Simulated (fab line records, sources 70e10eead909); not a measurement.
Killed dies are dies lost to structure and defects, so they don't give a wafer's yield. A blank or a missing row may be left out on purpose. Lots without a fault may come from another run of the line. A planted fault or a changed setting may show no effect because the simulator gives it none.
Chamber matching | flow nand_harc | NHARC_A_BLC_ALD_23 on ald_metal-03: 4 sister chambers
The step deposits TiN, target thk 3 nm, pulse time 1 s, ald cycles 150. 4 wafers are shown with their chamber, then 7 later ones without.

WAFERS WITH THEIR CHAMBER
wafer  | chamber | heater_power_w (W)
L084.5 | 1       | 1166
L087.5 | 2       | 1122
L094.1 | 3       | 1093
L094.4 | 0       | 945

WAFERS WITHOUT THEIR CHAMBER
wafer  | heater_power_w (W)
L094.5 | 912
L096.2 | 1064
L096.4 | 1135
L096.6 | 1198
L097.1 | 933
L097.3 | 1118
L097.5 | 1155

WHICH CHAMBER EACH WENT THROUGH
wafer  | from the rows above          | in truth
L094.5 | 0                            | 0
L096.2 | can't be placed: 3 or 2      | 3
L096.4 | can't be placed: 2 or 1 or 3 | 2
L096.6 | can't be placed: 1 or 2      | 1
L097.1 | 0                            | 0
L097.3 | can't be placed: 2 or 3 or 1 | 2
L097.5 | can't be placed: 1 or 2      | 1
Placed correctly: 2 of 7. Can't be placed from these rows: 5 (the true chamber is among the candidates in 5). Placed wrongly: 0.
How it was worked out, from the rows above alone: a wafer's distance from a chamber is the root of the sum, over the readings, of the square of ((its reading less the chamber's mean) divided by the reading's scatter). The wafer belongs to the nearest chamber; if the next one is less than 2 further off, it can't be placed. A chamber's mean is the mean of its shown wafers. The scatter: with one shown wafer a chamber, the root of the mean of the squares of how far each hidden wafer lies from its nearest shown one.
